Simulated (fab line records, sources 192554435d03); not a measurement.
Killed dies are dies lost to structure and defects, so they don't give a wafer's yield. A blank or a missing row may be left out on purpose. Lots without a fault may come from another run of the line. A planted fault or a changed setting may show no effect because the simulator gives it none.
Which tool did it? | flow n5_finfet | 6 lots, 18 wafers sampled, at 1 step of a route of 1938

WHAT THE GAUGES READ, wafer by wafer
N5_BEOL_M8_CD_MEAS_35: target cd 40 nm.
lot  | measured     | on        | cd_nm (nm)
L826 | day 11 08:25 | cd_sem-02 | 38.9 38.4 39.0
L829 | day 11 20:19 | cd_sem-03 | 38.7 39.8 38.9
L837 | day 14 10:46 | cd_sem-01 | 40.1 40.0 40.2
L840 | day 15 02:16 | cd_sem-01 | 39.1 39.7 39.4
L843 | day 16 06:33 | cd_sem-01 | 39.9 39.4 40.6
L846 | day 16 13:27 | cd_sem-03 | 40.0 40.0 40.5

WHICH TOOL RAN EACH LOT (tool, then ch and the chambers of the sampled wafers, then the start)
The record holds no process step before these readings.

THE ANSWER, worked out from the rows above alone
Rule: what is usual is taken from the lots themselves. Put in order of their means at a reading, lots are off if they are a third of the lots or fewer, leave a main group of 4 or more, and stand apart from it by a gap of 3 or more times the standard deviation of the main group's means; of several such gaps the widest counts. A main group whose means are all the same, to the digits that the tables above print for the reading, isn't used. A lot without any number at a reading at which 4 lots or more have one is off too. The other lots that the step has rows for count as sound.
No lot is off at any reading shown: from this, nothing can be told.

WHAT THE SIMULATOR HAD PUT IN
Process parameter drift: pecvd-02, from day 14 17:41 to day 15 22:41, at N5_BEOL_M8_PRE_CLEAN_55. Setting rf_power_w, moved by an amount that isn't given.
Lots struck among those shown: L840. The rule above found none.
